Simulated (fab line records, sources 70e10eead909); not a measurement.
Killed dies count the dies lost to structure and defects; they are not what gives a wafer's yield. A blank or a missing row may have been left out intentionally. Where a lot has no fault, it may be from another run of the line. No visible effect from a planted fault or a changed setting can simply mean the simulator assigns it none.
fab line records	flow nandHarc
record lots=5	wafers=14	lastDay=24
route steps=1159 shown P_ZERO_WELL@68 P_STI@69 END@1159
lots untouched by any fault: they come from a run of this same line in which no faults occurred
startH: start of the lot's first displayed wafer, in hours after the record's first day	waitH: hours since the lot's step before	" the same as in the row above	L1.1+2: several wafers, shown together as one row	- no value, or no start given	* or withheld: withheld	< > ~ a bound
route shown NAME@n: NAME is a module with steps in the file, n the number in the route of the first one	usual: the fault-free wafers' mean and standard deviation	same: alike in all rows	chamber/n: place in a boat	sites: per-site readings	_std_site: the standard deviation of these	_edge_site: mean of outer sites minus mean of inner sites	radiusMm: how far each site lies from the wafer's centre	mask NAME#n: copy n	behind: the most recent tool/chamber to have shaped the wafer	hold: reason for holding the lot/hours on hold/outcome of the hold	device: the transistor (n, p or np) that didn't switch	end of line: tests of these same wafers at the route's end	a step with no rows: only its recipe	killed: count of dies lost to structure and defects at first sort (not the wafer's yield)	map: the dies of a wafer, with x for killed, . for not killed, _ for no die there
set.NAME: the run value of the setting; set.NAME@STEP: its run value at that earlier step	model.NAME: the simulator's own value behind a step, which no gauge read
certain route steps with their lots: each step a table, each wafer a row
services: when a tool's chamber went out of use (startH, in hours from the record's first day, below 0 if earlier), for how many hours, and the reason
## steps
# step NHARC_P_ZERO_WELL_INSPECT_43
# usual rawDefectCount=14/5.9
lot.wafer	tool	chamber	startH	waitH	rawDefectCount
L232.2	defectInspect-01	-	79.46	0.5	15
L232.3	"	-	"	"	15
L232.5	"	-	"	"	26
L233.1	defectInspect-02	-	85.63	0.6	17
L233.3	"	-	"	"	13
L233.5	"	-	"	"	14
L234.1	defectInspect-02	-	91.80	0.6	6
L234.3	"	-	"	"	15
L234.4	"	-	"	"	16
L237.1	defectInspect-01	-	109.74	0.6	7
L237.2	"	-	"	"	10
L237.5	"	-	"	"	11
L244.1	defectInspect-01	-	152.05	0.6	12
L244.2	"	-	"	"	15
# step NHARC_P_STI_ETCH_26
# recipe targetDepthA=110	chemistry=dHF	material=SiO2
# step NHARC_P_STI_PRECLEAN_27
# recipe timeS=*	tempC=50	bathAgeMin=0	chemistry=SC1
# step NHARC_P_STI_SRD_28
# step NHARC_P_STI_OXIDE_29
# recipe targetThkA=100	tempC=900	oxTimeS=1362	material=SiO2
# step NHARC_P_STI_HM_DEP_30
# recipe targetThkA=800	tempC=790	pressureMtorr=300	timeS=873	material=Si3N4
# step NHARC_P_STI_DEHYDRATE_01
# recipe tempC=150	timeS=120
# step NHARC_P_STI_HMDS_02
# recipe timeS=30
# step NHARC_P_STI_COAT_41
# recipe tempC=200	timeS=65
# step NHARC_P_STI_COAT_03
# recipe spinRpm=2000	resistThkNm=600
# step NHARC_P_STI_SOFTBAKE_04
# recipe tempC=125	timeS=70
# step NHARC_P_STI_EBR_05
# step NHARC_P_STI_EXPOSE_06
# recipe na=0.55	targetCdNm=200	doseMj=37.69	maskId=P_STI
# usual reticleTempC=23.00/0.11
lot.wafer	tool	chamber	startH	waitH	mask	reticleTempC
L232.2	krfScanner-03	0	95.93	-	P_STI#0	22.77
L232.3	"	0	"	"	P_STI#0	23.00
L232.5	"	0	"	"	P_STI#0	22.96
L233.1	krfScanner-02	0	100.80	-	P_STI#0	23.08
L233.3	"	0	"	"	P_STI#0	23.12
L233.5	"	0	"	"	P_STI#0	23.19
L234.1	krfScanner-03	0	106.92	-	P_STI#0	22.99
L234.3	"	0	"	"	P_STI#0	23.08
L234.4	"	0	"	"	P_STI#0	23.06
L237.1	krfScanner-03	0	121.57	-	P_STI#0	23.10
L237.2	"	0	"	"	P_STI#0	23.04
L237.5	"	0	"	"	P_STI#0	22.88
L244.1	krfScanner-02	0	168.31	-	P_STI#0	22.87
L244.2	"	0	"	"	P_STI#0	22.83
# step NHARC_P_STI_PEB_07
# recipe pebTempC=128	pebTimeS=80
# step NHARC_P_STI_DEVELOP_08
# recipe timeS=50	devTempC=22
# step NHARC_P_STI_CD_MEAS_09
# recipe targetCdNm=200	landingEnergyEv=500
# usual cdNm=199.4/1.8
lot.wafer	tool	chamber	startH	waitH	cdNm
L232.2	cdSem-03	0	96.08	-	196.7
L232.3	"	0	"	"	195.1
L232.5	"	0	"	"	196.4
L233.1	cdSem-03	0	100.95	-	200.3
L233.3	"	0	"	"	199.7
L233.5	"	0	"	"	199.4
L234.1	cdSem-03	0	107.07	-	201.8
L234.3	"	0	"	"	199.2
L234.4	"	0	"	"	202.3
L237.1	cdSem-01	0	121.72	-	199.8
L237.2	"	0	"	"	200.8
L237.5	"	0	"	"	203.2
L244.1	cdSem-01	0	168.46	-	199.5
L244.2	"	0	"	"	196.3
# step NHARC_P_STI_OVL_MEAS_10
# usual overlayXNm=1/6.2	overlayYNm=0/5.2
lot.wafer	tool	chamber	startH	waitH	overlayXNm	overlayYNm
L232.2	overlay-02	-	96.17	-	6	-2
L232.3	"	-	"	"	7	-2
L232.5	"	-	"	"	7	-2
L233.1	overlay-01	-	101.04	-	6	5
L233.3	"	-	"	"	6	5
L233.5	"	-	"	"	6	6
L234.1	overlay-02	-	107.17	-	5	7
L234.3	"	-	"	"	5	8
L234.4	"	-	"	"	5	8
L237.1	overlay-01	-	121.81	-	14	1
L237.2	"	-	"	"	14	1
L237.5	"	-	"	"	14	1
L244.1	overlay-01	-	168.55	-	7	-4
L244.2	"	-	"	"	7	-4
# step NHARC_P_STI_INSPECT_11
# usual rawDefectCount=5.6/2.5
lot.wafer	tool	chamber	startH	waitH	rawDefectCount
L232.2	defectInspect-01	-	96.21	0.0	6
L232.3	"	-	"	"	5
L232.5	"	-	"	"	8
L233.1	defectInspect-01	-	101.08	0.0	4
L233.3	"	-	"	"	9
L233.5	"	-	"	"	3
L234.1	defectInspect-02	-	107.21	0.0	2
L234.3	"	-	"	"	6
L234.4	"	-	"	"	7
L237.1	defectInspect-01	-	121.85	0.0	9
L237.2	"	-	"	"	8
L237.5	"	-	"	"	9
L244.1	defectInspect-01	-	168.58	0.0	4
L244.2	"	-	"	"	5
# step NHARC_P_STI_HARDBAKE_13
# recipe tempC=118	timeS=65
# step NHARC_P_STI_DESCUM_14
# recipe timeS=3	o2FlowSccm=200	arFlowSccm=0	biasPowerW=0	chemistry=O2
# usual drypumpMotorCurrentA=6.0/0.32	mfcArSccm=0.010/0.012	oesProductAu=1.003/0.0065	rfVppV=57.7/0.96	showerheadPlenumPTorr=1.92/0.088	throttleValvePct=11.310/0.0092
# same timeS=3
lot.wafer	tool	chamber	startH	waitH	drypumpMotorCurrentA	mfcArSccm	oesProductAu	rfHoursCounterH	rfVppV	showerheadPlenumPTorr	throttleValvePct	model.P_STI.cdNm
L232.3	rieDiel-01	3	96.34	-	6.0	0	1.004	3.2	58.9	1.98	11.292	195
L232.2	"	2	"	"	6.5	0.042	1.005	2.8	57.8	1.84	11.318	196.9
L232.5	"	0	"	"	6.1	0.026	0.998	-	56.6	1.80	11.311	196.3
L233.3	rieDiel-02	2	101.21	-	5.9	0	1.005	4.4	57.9	1.98	11.304	200.1
L233.1	"	1	"	"	6.1	0.008	1.010	3.9	57.8	2.00	11.318	200.4
L233.5	"	2	"	"	5.9	0	1.011	-	57.1	1.97	11.302	199.6
L234.4	rieDiel-01	1	107.35	-	5.1	0.027	1.009	3.0	58.0	2.02	11.325	202.2
L234.1	"	2	"	"	6.5	0.042	1.000	3.0	59.0	1.84	11.301	201.7
L234.3	"	3	"	"	6.0	0	1.014	3.5	59.5	1.98	11.304	198.6
L237.1	rieDiel-09	1	121.98	-	5.8	0	1.009	2.4	56.8	1.81	11.312	200
L237.2	"	3	"	"	5.9	0	1.000	2.3	57.3	2.05	11.314	200.6
L237.5	"	1	"	"	5.8	0	1.010	-	56.7	1.81	11.305	203.6
L244.2	rieDiel-02	0	168.72	-	6.2	0	0.997	0.1	56.2	1.83	11.314	195.5
L244.1	"	1	"	"	6.0	0.008	0.989	0.0	57.3	2.00	11.316	199.4
# step NHARC_P_STI_ETCH_42
# recipe targetDepthA=800	overetchA=240	timeS=61	ionEnergyEv=200	n2FlowSccm=150	h2FlowSccm=150	arFlowSccm=0	rfW=400	biasW=150	chemistry=N2/H2
# usual drypumpMotorCurrentA=6.0/0.35	mfcArSccm=0.010/0.013	oesProductAu=1.004/0.0069	rfVppV=430.9/2.8	showerheadPlenumPTorr=2.06/0.098	throttleValvePct=14.173/0.0093
# same timeS=61
lot.wafer	tool	chamber	startH	waitH	drypumpMotorCurrentA	mfcArSccm	oesProductAu	rfHoursCounterH	rfVppV	showerheadPlenumPTorr	throttleValvePct
L232.3	rieDiel-01	2	96.44	0.1	6.5	0.042	0.998	2.8	428.5	1.96	14.175
L232.2	"	3	"	"	6.0	0	1.008	3.2	432.4	2.11	14.186
L232.5	"	1	"	"	5.1	0.027	1.011	-	433.1	2.16	14.159
L233.1	rieDiel-02	3	101.32	0.1	6.5	0.008	0.992	4.3	428.3	2.00	14.180
L233.3	"	2	"	"	6.0	0	1.005	4.4	434.2	2.11	14.169
L233.5	"	2	"	"	6.0	0	0.999	-	432.2	2.11	14.167
L234.1	rieDiel-01	0	107.43	0.1	6.1	0.026	1.003	3.5	426.5	1.91	14.174
L234.4	"	2	"	"	6.6	0.042	1.024	3.0	427.8	1.96	14.179
L234.3	"	3	"	"	6.0	0	1.009	3.5	434.1	2.11	14.156
L237.2	rieDiel-09	3	122.07	0.1	5.9	0	1.004	2.3	433.8	2.19	14.164
L237.1	"	2	"	"	5.8	0.008	1.004	2.2	426.9	2.00	14.158
L237.5	"	0	"	"	6.1	0.015	1.003	-	433.6	2.18	14.171
L244.2	rieDiel-02	0	168.80	0.1	6.2	0	1.012	0.1	427.7	1.95	14.188
L244.1	"	2	"	"	6.0	0	1.002	0.0	431.7	2.11	14.167
# step NHARC_P_STI_ETCH_31
# recipe targetDepthA=1089	timeS=54.5	cf4FlowSccm=100	chf3FlowSccm=30	arFlowSccm=0	rfW=500	biasW=200	chemistry=CF4/CHF3
# usual drypumpMotorCurrentA=6.0/0.34	mfcArSccm=0.010/0.012	oesProductAu=0.968/0.015	rfVppV=370.7/2.5	showerheadPlenumPTorr=1.58/0.069	throttleValvePct=16.802/0.0094
# same timeS=54.5
lot.wafer	tool	chamber	startH	waitH	drypumpMotorCurrentA	mfcArSccm	oesProductAu	rfHoursCounterH	rfVppV	showerheadPlenumPTorr	throttleValvePct
L232.2	rieDiel-01	3	-	-	6.0	0	0.953	3.2	372.3	1.62	16.808
L232.3	"	2	"	"	6.5	0.042	0.966	2.8	368.0	1.52	16.806
L232.5	"	0	"	"	6.1	0.026	0.947	-	368.2	1.48	16.794
L233.3	rieDiel-02	1	-	-	6.0	0.008	0.974	4.0	372.2	1.64	16.808
L233.1	"	2	"	"	5.9	0	0.969	4.4	371.7	1.62	16.819
L233.5	"	2	"	"	5.9	0	0.964	-	370.4	1.62	16.798
L234.1	rieDiel-01	1	-	-	5.1	0.027	0.956	3.1	371.9	1.66	16.786
L234.3	"	2	"	"	6.6	0.042	0.976	3.1	366.8	1.52	16.802
L234.4	"	3	"	"	6.0	0	0.983	3.5	374.5	1.62	16.800
L237.1	rieDiel-09	3	-	-	5.9	0	0.975	2.3	373.7	1.68	16.803
L237.2	"	0	"	"	6.1	0.015	0.980	2.5	375.0	1.67	16.806
L237.5	"	3	"	"	5.9	0	0.981	-	374.2	1.68	16.812
L244.1	rieDiel-02	0	-	-	6.2	0	0.967	0.1	367.6	1.51	16.806
L244.2	"	1	"	"	6.0	0.008	0.971	0.1	372.9	1.64	16.809
# step NHARC_P_STI_ETCH_15
# recipe targetDepthA=3000	taperDeg=4	timeS=100.1	hbrFlowSccm=150	cl2FlowSccm=50	rfW=400	icpW=400	biasW=100	chemistry=HBr/Cl2
# usual drypumpMotorCurrentA=5.8/0.55	oesProductAu=1.004/0.0075	throttleValvePct=26.405/0.0082
# same timeS=100.1
lot.wafer	tool	chamber	startH	waitH	drypumpMotorCurrentA	oesProductAu	rfHoursCounterH	throttleValvePct	model.P_STI.cdNm
L232.3	rieSi-06	3	96.62	-	6.1	1.008	0.7	26.400	194.4
L232.2	"	1	"	"	5.3	1.012	0.6	26.397	196
L232.5	"	0	"	"	6.3	1.015	-	26.409	195
L233.3	rieSi-05	1	101.53	-	5.6	1.002	0.1	26.410	199.4
L233.1	"	0	"	"	6.6	1.005	0.1	26.416	200.5
L233.5	"	2	"	"	5.5	1.008	-	26.400	198.6
L234.3	rieSi-06	2	107.62	-	6.5	1.001	0.7	26.407	198.4
L234.1	"	0	"	"	6.3	1.005	0.8	26.417	201.5
L234.4	"	1	"	"	5.3	1.002	0.7	26.399	201.6
L237.1	rieSi-01	3	122.27	-	5.0	1.000	1.1	26.396	199.5
L237.2	"	0	"	"	5.8	0.995	1.2	26.399	199.8
L237.5	"	2	"	"	5.2	0.989	-	26.392	203.1
L244.1	rieSi-06	0	169.01	-	6.3	0.990	1.2	26.411	198.8
L244.2	"	2	"	"	6.5	1.010	1.1	26.404	195
# step NHARC_P_STI_CD_MEAS_16
# usual cdNm=198.9/1.9
lot.wafer	tool	chamber	startH	waitH	cdNm
L232.2	cdSem-01	-	96.78	-	196.0
L232.3	"	-	"	"	194.0
L232.5	"	-	"	"	194.9
L233.1	cdSem-02	-	101.69	-	200.7
L233.3	"	-	"	"	199.3
L233.5	"	-	"	"	198.3
L234.1	cdSem-03	-	107.78	-	201.3
L234.3	"	-	"	"	198.5
L234.4	"	-	"	"	201.6
L237.1	cdSem-01	-	122.42	-	199.7
L237.2	"	-	"	"	199.7
L237.5	"	-	"	"	203.3
L244.1	cdSem-03	-	169.16	-	198.7
L244.2	"	-	"	"	195.0
# step NHARC_END_SORT_01
# recipe tempC=25
# usual killedAtArray=31/12	killedAtOther=0.6/0.85	killedAtPeriphery=3.0/2.3	killedDies=35/12	killedOpen=3.2/1.9	killedShort=1.8/1.4
# same grossDies=677
lot.wafer	tool	chamber	startH	waitH	killedAtArray	killedAtOther	killedAtPeriphery	killedDies	killedOpen	killedShort
L234.1	prober-02	0	508.75	2.5	16	0	0	16	2	0
L234.3	prober-02	0	510.31	3.1	17	0	3	20	3	4
L234.4	prober-02	0	511.09	3.3	22	0	2	24	2	0
L232.2	prober-01	0	509.50	2.8	37	0	2	39	3	1
L232.3	prober-01	0	510.31	3.1	39	0	2	41	6	1
L232.5	prober-01	0	511.92	3.7	46	1	3	50	6	3
L233.1	prober-02	0	516.43	2.5	44	0	1	45	8	3
L233.3	prober-02	0	518.03	3.1	37	0	2	39	2	0
L233.5	prober-02	0	519.63	3.7	44	1	1	46	2	4
L237.1	prober-01	0	533.85	2.5	30	1	2	33	2	1
L237.2	prober-01	0	534.65	2.8	30	1	0	31	1	2
L237.5	prober-01	0	537.04	3.7	35	0	1	36	1	0
L244.1	prober-01	0	582.11	2.5	38	1	8	47	3	1
L244.2	prober-01	0	582.90	2.8	40	1	3	44	2	2
# killed by level:class
L234.1 A_CONTACT:chamberFilmFlake=7 A_CHANNEL_HOLE_D1:chamberFilmFlake=4 A_STAIRCASE:chamberFilmFlake=3 A_CONTACT:geometricParticle:open=1 A_BLC:geometricParticle:open=1
L232.2 A_SLIT:chamberFilmFlake=14 A_CHANNEL_HOLE_D1:chamberFilmFlake=12 A_STAIRCASE:chamberFilmFlake=3 A_WL_FILL:chamberFilmFlake=2 A_CONTACT:chamberFilmFlake=2 P_M0:geometricParticle:open=1 A_ONON_D1:geometricParticle:open=1 A_CHANNEL_FILL_D1:geometricParticle:open=1
L232.3 A_CHANNEL_HOLE_D1:chamberFilmFlake=18 A_SLIT:chamberFilmFlake=13 A_CONTACT:geometricParticle:open=3 A_STAIRCASE:chamberFilmFlake=2 P_M2:geometricParticle:open=1 P_M2:geometricParticle:short=1 A_CHANNEL_FILL_D1:geometricParticle:open=1 A_M1:geometricParticle:open=1
L234.3 A_CHANNEL_HOLE_D1:chamberFilmFlake=5 A_STAIRCASE:chamberFilmFlake=4 A_ONON_D1:geometricParticle:short=2 A_CONTACT:chamberFilmFlake=2 P_CONTACT:geometricParticle:open=1 P_M0:geometricParticle:open=1 A_SOURCE_PLATE:geometricParticle:short=1 A_BLC:geometricParticle:short=1
L234.4 A_CHANNEL_HOLE_D1:chamberFilmFlake=7 A_CONTACT:chamberFilmFlake=7 A_STAIRCASE:chamberFilmFlake=4 A_SGD_CUT:chamberFilmFlake=3 P_CONTACT:geometricParticle:open=1 A_M0:geometricParticle:open=1 P_GATE:chamberFilmFlake=1
L232.5 A_CHANNEL_HOLE_D1:chamberFilmFlake=18 A_SLIT:chamberFilmFlake=16 A_CONTACT:geometricParticle:open=3 P_ZERO_WELL:chamberFilmFlake=3 A_STAIRCASE:chamberFilmFlake=3 A_SOURCE_PLATE:geometricParticle:short=1 A_ONON_D1:geometricParticle:open=1 A_CHANNEL_FILL_D1:geometricParticle:open=1
L233.1 A_CHANNEL_HOLE_D1:chamberFilmFlake=16 A_SLIT:chamberFilmFlake=15 A_CHANNEL_FILL_D1:geometricParticle:open=2 A_CONTACT:geometricParticle:open=2 A_CONTACT:chamberFilmFlake=2 P_STI:geometricParticle:open=1 A_CHANNEL_HOLE_D1:geometricParticle:open=1 A_WL_FILL:geometricParticle:short=1
L233.3 A_CHANNEL_HOLE_D1:chamberFilmFlake=13 A_SLIT:chamberFilmFlake=12 A_CONTACT:chamberFilmFlake=4 A_STAIRCASE:chamberFilmFlake=3 A_SGD_CUT:chamberFilmFlake=3 P_M1:geometricParticle:open=1 A_WL_FILL:geometricParticle:open=1 P_GATE:chamberFilmFlake=1
L233.5 A_CHANNEL_HOLE_D1:chamberFilmFlake=15 A_SLIT:chamberFilmFlake=14 A_CONTACT:chamberFilmFlake=4 A_SGD_CUT:chamberFilmFlake=3 A_CHANNEL_FILL_D1:geometricParticle:short=2 A_ONON_D1:geometricParticle:open=1 A_CONTACT:geometricParticle:open=1 A_CONTACT:geometricParticle:short=1
L237.1 A_CHANNEL_HOLE_D1:chamberFilmFlake=19 A_CONTACT:chamberFilmFlake=4 A_STAIRCASE:chamberFilmFlake=3 A_WL_FILL:chamberFilmFlake=3 P_GATE:geometricParticle:open=1 P_CONTACT:geometricParticle:open=1 A_CHANNEL_FILL_D1:geometricParticle:short=1 THIN_TSV:chamberFilmFlake=1
L237.2 A_CHANNEL_HOLE_D1:chamberFilmFlake=19 A_WL_FILL:chamberFilmFlake=5 A_CONTACT:chamberFilmFlake=3 A_CHANNEL_HOLE_D1:geometricParticle:short=1 A_WL_FILL:geometricParticle:short=1 A_BLC:geometricParticle:open=1 THIN_TSV:chamberFilmFlake=1
L237.5 A_CHANNEL_HOLE_D1:chamberFilmFlake=27 A_WL_FILL:chamberFilmFlake=5 A_CONTACT:chamberFilmFlake=2 P_M0:geometricParticle:open=1 A_STAIRCASE:chamberFilmFlake=1
L244.1 A_SLIT:chamberFilmFlake=19 A_CHANNEL_HOLE_D1:chamberFilmFlake=8 P_STI:chamberFilmFlake=4 A_CONTACT:chamberFilmFlake=4 P_GATE:chamberFilmFlake=2 A_STAIRCASE:chamberFilmFlake=2 A_M1:chamberFilmFlake=2 P_CONTACT:geometricParticle:open=1
L244.2 A_SLIT:chamberFilmFlake=22 A_CHANNEL_HOLE_D1:chamberFilmFlake=12 P_STI:chamberFilmFlake=2 P_CONTACT:geometricParticle:short=1 A_ONON_D1:geometricParticle:open=1 A_ONON_D1:geometricParticle:short=1 A_CHANNEL_FILL_D1:geometricParticle:open=1 A_STAIRCASE:chamberFilmFlake=1
## services
tool	chamber	startH	hours	kind
rieDiel-09	-	77.37	9.0	pm
rieSi-01	1	82.49	4.2	repair
rieSi-05	1	83.68	2.5	repair
rieSi-01	-	92.15	0.8	repair
rieDiel-01	0	92.37	-	clean
rieDiel-01	1	92.37	-	clean
rieDiel-01	2	92.37	-	clean
rieDiel-01	3	92.37	-	clean
rieDiel-02	0	99.43	3.9	repair
rieDiel-01	0	116.87	-	clean
rieDiel-01	1	116.87	-	clean
rieDiel-01	2	116.87	-	clean
rieDiel-01	3	116.87	-	clean
rieSi-01	-	127.00	9.0	pm
rieDiel-01	-	137.80	9.0	pm
rieDiel-01	0	137.80	9.0	ventCycle
rieDiel-01	1	137.80	9.0	ventCycle
rieDiel-01	2	137.80	9.0	ventCycle
rieDiel-01	3	137.80	9.0	ventCycle
rieDiel-01	0	146.80	-	clean
rieDiel-02	-	150.70	9.0	pm
krfScanner-03	-	153.83	0.2	repair
rieSi-06	0	165.18	2.9	repair
krfScanner-03	-	168.00	4.0	pm
## key
firstSign none at tools or gauges
modelEffect step=NHARC_P_STI_DESCUM_14	value=P_STI.cdNm	without=200.1	struck=195.5
modelEffect step=NHARC_P_STI_ETCH_15	value=P_STI.cdNm	without=199.6	struck=195
metAt NHARC_P_STI_EXPOSE_06
struckWafers L244.2
testerLeftOut L244
onsetBetween 100.80 168.31
fault kind=processParameterDrift	tool=krfScanner-02	chamber=-	onsetH=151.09	steps=NHARC_P_STI_EXPOSE_06	channel=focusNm	offset=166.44	shape=step	endH=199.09	scope=struckWafersOnly
# testerLeftOut: of these lots the tester's yield and bins aren't shown, on N5 and GAA mostly nor the transistor test; their killed dies are dies lost to structure and defects alone, not to doping, threshold or leakage, so they don't give the yield
